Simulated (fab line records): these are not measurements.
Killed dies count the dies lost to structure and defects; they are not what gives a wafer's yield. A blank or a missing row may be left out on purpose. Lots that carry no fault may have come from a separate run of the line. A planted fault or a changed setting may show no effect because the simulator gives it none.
Which of the tools did it? / flow nand harc / 42 wafers from 14 lots sampled at 5 of the route's 1302 steps

== WHAT THE GAUGES READ, wafer by wafer ==
NHARC_A_SOURCE_PLATE_THK_MEAS_06: measures by ellipsometry.
lot=L673; measured=day 8 09:27; on=film metro-02; thk nm (nm)=196.6 199.1 197.7
lot=L675; measured=day 9 10:31; on=film metro-01; thk nm (nm)=197.1 200.9 200.6
lot=L676; measured=day 9 15:20; on=film metro-02; thk nm (nm)=197.7 197.1 199.2
lot=L677; measured=day 9 21:04; on=film metro-02; thk nm (nm)=198.9 197.8 201.2
lot=L678; measured=day 10 05:20; on=film metro-02; thk nm (nm)=202.0 203.6 200.3
lot=L679; measured=day 10 14:52; on=film metro-01; thk nm (nm)=198.5 197.3 198.7
lot=L682; measured=day 11 22:47; on=film metro-01; thk nm (nm)=203.1 200.3 205.5
lot=L685; measured=day 13 16:43; on=film metro-02; thk nm (nm)=200.9 204.5 203.5
lot=L687; measured=day 13 16:43; on=film metro-02; thk nm (nm)=198.6 198.3 200.2
lot=L688; measured=day 14 12:19; on=film metro-01; thk nm (nm)=198.5 199.6 201.5
lot=L689; measured=day 14 19:30; on=film metro-02; thk nm (nm)=200.5 199.9 203.5
lot=L692; measured=day 16 06:25; on=film metro-02; thk nm (nm)=201.6 198.8 205.1
lot=L694; measured=day 16 16:11; on=film metro-01; thk nm (nm)=201.9 200.1 200.4
lot=L695; measured=day 17 10:51; on=film metro-02; thk nm (nm)=203.5 205.0 202.2

NHARC_A_ONON_D1_THK_MEAS_18: measures by ellipsometry.
lot=L673; measured=day 8 20:25; on=film metro-01; thk nm (nm)=1005 1002 1003
lot=L675; measured=day 9 22:43; on=film metro-01; thk nm (nm)=995 997 995
lot=L676; measured=day 9 22:43; on=film metro-02; thk nm (nm)=1009 1012 1010
lot=L677; measured=day 10 07:45; on=film metro-02; thk nm (nm)=998 997 996
lot=L678; measured=day 10 16:05; on=film metro-01; thk nm (nm)=1011 1011 1010
lot=L679; measured=day 11 01:32; on=film metro-02; thk nm (nm)=1003 1006 1006
lot=L682; measured=day 12 09:29; on=film metro-02; thk nm (nm)=996 998 997
lot=L685; measured=day 14 07:08; on=film metro-02; thk nm (nm)=1579 1580 1580
lot=L687; measured=day 14 06:47; on=film metro-02; thk nm (nm)=1583 1583 1582
lot=L688; measured=day 14 23:04; on=film metro-01; thk nm (nm)=995 994 994
lot=L689; measured=day 15 06:58; on=film metro-02; thk nm (nm)=999 1002 1002
lot=L692; measured=day 16 18:52; on=film metro-01; thk nm (nm)=994 993 994
lot=L694; measured=day 17 03:25; on=film metro-01; thk nm (nm)=1019 1016 1017
lot=L695; measured=day 17 21:40; on=film metro-01; thk nm (nm)=1010 1012 1013

NHARC_END_SORT_01.
lot=L685; measured=day 30 04:33; on=prober-01; killed at array=673 676 675; killed at other=0 1 0; killed at periphery=4 0 2; killed dies=677 677 677; killed open=3 4 3; killed short=4 2 0
lot=L687; measured=day 30 20:09; on=prober-01; killed at array=676 674 668; killed at other=0 0 0; killed at periphery=1 3 9; killed dies=677 677 677; killed open=4 1 2; killed short=2 7 2

== TOOL THAT RAN EACH LOT (tool first, then ch and the chambers of the sampled wafers, then the start) ==
lot=L673; NHARC_A_ONON_D1_DEP_16=pecvd onon-04 ch 0, day 8 19:55; NHARC_A_CHANNEL_HOLE_D1_DEP_01=pecvd-01 ch 0,2, day 9 05:00
lot=L675; NHARC_A_ONON_D1_DEP_16=pecvd onon-04 ch 0, day 9 22:16; NHARC_A_CHANNEL_HOLE_D1_DEP_01=pecvd-01 ch 0,1, day 10 03:29
lot=L676; NHARC_A_ONON_D1_DEP_16=pecvd onon-02 ch 0, day 9 22:13; NHARC_A_CHANNEL_HOLE_D1_DEP_01=pecvd-04 ch 0,1, day 10 03:43
lot=L677; NHARC_A_ONON_D1_DEP_16=pecvd onon-03 ch 0, day 10 07:14; NHARC_A_CHANNEL_HOLE_D1_DEP_01=pecvd-01 ch 1,2, day 10 12:38
lot=L678; NHARC_A_ONON_D1_DEP_16=pecvd onon-04 ch 0, day 10 15:34; NHARC_A_CHANNEL_HOLE_D1_DEP_01=pecvd-01 ch 0,1,2, day 10 20:54
lot=L679; NHARC_A_ONON_D1_DEP_16=pecvd onon-03 ch 0, day 11 01:01; NHARC_A_CHANNEL_HOLE_D1_DEP_01=pecvd-01 ch 0,1,2, day 11 07:35
lot=L682; NHARC_A_ONON_D1_DEP_16=pecvd onon-03 ch 0, day 12 08:58; NHARC_A_CHANNEL_HOLE_D1_DEP_01=pecvd-01 ch 1,2, day 12 14:20
lot=L685; NHARC_A_ONON_D1_DEP_16=pecvd onon-03 ch 0, day 14 06:38; NHARC_A_CHANNEL_HOLE_D1_DEP_01=-
lot=L687; NHARC_A_ONON_D1_DEP_16=pecvd onon-03 ch 0, day 14 06:17; NHARC_A_CHANNEL_HOLE_D1_DEP_01=-
lot=L688; NHARC_A_ONON_D1_DEP_16=pecvd onon-02 ch 0, day 14 22:40; NHARC_A_CHANNEL_HOLE_D1_DEP_01=pecvd-02 ch 0,1, day 15 06:25
lot=L689; NHARC_A_ONON_D1_DEP_16=pecvd onon-04 ch 0, day 15 06:27; NHARC_A_CHANNEL_HOLE_D1_DEP_01=pecvd-01 ch 0,1, day 15 11:47
lot=L692; NHARC_A_ONON_D1_DEP_16=pecvd onon-04 ch 0, day 16 18:22; NHARC_A_CHANNEL_HOLE_D1_DEP_01=pecvd-02 ch 0,1,2, day 17 02:37
lot=L694; NHARC_A_ONON_D1_DEP_16=pecvd onon-02 ch 0, day 17 02:54; NHARC_A_CHANNEL_HOLE_D1_DEP_01=pecvd-01 ch 0,2, day 17 11:46
lot=L695; NHARC_A_ONON_D1_DEP_16=pecvd onon-03 ch 0, day 17 21:10; NHARC_A_CHANNEL_HOLE_D1_DEP_01=pecvd-02 ch 1,2, day 18 02:28
- NHARC_A_ONON_D1_DEP_16: target thk 1000 nm.
- NHARC_A_CHANNEL_HOLE_D1_DEP_01: deposits SiON, target thk 140 nm.

== WHAT THE TOOLS THEMSELVES READ (means of the sampled wafers that have a number; where no wafer has one, the mark that the record gives instead) ==
NHARC_A_ONON_D1_DEP_16.
lot=L673; tool=pecvd onon-04; sih4 flow sccm (sccm)=210.4
lot=L675; tool=pecvd onon-04; sih4 flow sccm (sccm)=210.3
lot=L676; tool=pecvd onon-02; sih4 flow sccm (sccm)=210.2
lot=L677; tool=pecvd onon-03; sih4 flow sccm (sccm)=210.3
lot=L678; tool=pecvd onon-04; sih4 flow sccm (sccm)=210.6
lot=L679; tool=pecvd onon-03; sih4 flow sccm (sccm)=209.9
lot=L682; tool=pecvd onon-03; sih4 flow sccm (sccm)=210.1
lot=L685; tool=pecvd onon-03; sih4 flow sccm (sccm)=210.7
lot=L687; tool=pecvd onon-03; sih4 flow sccm (sccm)=211.1
lot=L688; tool=pecvd onon-02; sih4 flow sccm (sccm)=210.2
lot=L689; tool=pecvd onon-04; sih4 flow sccm (sccm)=210.4
lot=L692; tool=pecvd onon-04; sih4 flow sccm (sccm)=209.5
lot=L694; tool=pecvd onon-02; sih4 flow sccm (sccm)=210.5
lot=L695; tool=pecvd onon-03; sih4 flow sccm (sccm)=209.7

NHARC_A_CHANNEL_HOLE_D1_DEP_01.
lot=L673; tool=pecvd-01; heater power w (W)=861
lot=L675; tool=pecvd-01; heater power w (W)=779
lot=L676; tool=pecvd-04; heater power w (W)=746
lot=L677; tool=pecvd-01; heater power w (W)=779
lot=L678; tool=pecvd-01; heater power w (W)=766
lot=L679; tool=pecvd-01; heater power w (W)=757
lot=L682; tool=pecvd-01; heater power w (W)=798
lot=L688; tool=pecvd-02; heater power w (W)=689
lot=L689; tool=pecvd-01; heater power w (W)=817
lot=L692; tool=pecvd-02; heater power w (W)=762
lot=L694; tool=pecvd-01; heater power w (W)=787
lot=L695; tool=pecvd-02; heater power w (W)=706

== THE ANSWER, worked out from the rows above alone ==
Rule: usual is defined by the lots themselves. The widest of any qualifying gaps counts: lots, ordered by their means at a reading, are off when they make up no more than a third of the lots, leave a main group of 4 or more, and stand apart from it by 3 or more times the standard deviation of that group's means. If all means in a main group match to the digits the tables above print for the reading, that group is not used. A lot without any number at a reading at which 4 lots or more have one is off too. The other lots that the step has rows for count as sound. After the gauges, taken in route order, come the tools' own readings; for these a lot's mean is taken, as printed above. At the first step where some lot is off, the reading lying furthest off is the one used; lots without a number count as furthest.
Off, at NHARC_A_ONON_D1_THK_MEAS_18 on thk nm: L685, L687. The main group: mean 1003 nm, standard deviation 7.6.
If a tool, at a process step before that reading, ran all the lots that are off and no sound lot after the first of them, it fits. Those tools and the gauges at NHARC_A_ONON_D1_THK_MEAS_18 are tried in the same way. None of those tried fits.

== WHAT HAD BEEN PUT IN BY THE SIMULATOR ==
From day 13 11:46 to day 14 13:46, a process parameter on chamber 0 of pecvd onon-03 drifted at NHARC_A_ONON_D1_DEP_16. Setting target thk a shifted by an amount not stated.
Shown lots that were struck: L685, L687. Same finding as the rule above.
